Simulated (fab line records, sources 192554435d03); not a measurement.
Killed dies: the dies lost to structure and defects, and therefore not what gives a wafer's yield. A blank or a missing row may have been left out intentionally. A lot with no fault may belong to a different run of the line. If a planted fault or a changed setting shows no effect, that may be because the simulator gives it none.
Chamber matching    flow n5_finfet    N5_BEOL_M5_STRIP_19 on rie_diel-03 has 4 sister chambers
The step strips in O2. 8 wafers are shown with their chamber, then 7 later ones without.

== WAFERS WITH THEIR CHAMBER ==
wafer   chamber  drypump_motor_current_A (A)  throttle_valve_pct (%)
L078.1  3        6.0                          16.91
L078.2  2        4.9                          16.32
L078.3  0        6.7                          16.71
L084.1  1        6.1                          16.71
L084.2  0        6.7                          16.71
L084.4  2        4.9                          16.35
L085.3  1        6.0                          16.72
L085.4  3        5.9                          16.93

== WAFERS WITHOUT THEIR CHAMBER ==
wafer   drypump_motor_current_A (A)  throttle_valve_pct (%)
L085.5  6.7                          16.72
L093.3  6.7                          16.75
L093.4  6.0                          16.75
L093.6  6.8                          16.75
L097.1  5.9                          16.96
L097.2  4.9                          16.39
L097.5  6.1                          16.73

== THE CHAMBER EACH PASSED THROUGH ==
wafer   from the rows above  in truth
L085.5  0                    0
L093.3  0                    0
L093.4  1                    1
L093.6  0                    0
L097.1  3                    3
L097.2  2                    2
L097.5  1                    1
7 of 7 placed correctly. From these rows, 0 cannot be placed. 0 placed wrongly.
How it was worked out, from the rows above alone: a wafer's distance from a chamber is the root of the sum, over the readings, of the square of ((its reading less the chamber's mean) divided by the reading's scatter). If the next closest chamber is less than 2 further off than the closest, the wafer can't be placed; otherwise it belongs to the closest. A chamber's mean is the mean of its shown wafers. How the scatter is found: for the shown wafers, subtract from each reading the mean of its chamber, square and add these, divide the total by (wafers less chambers), then take the root.
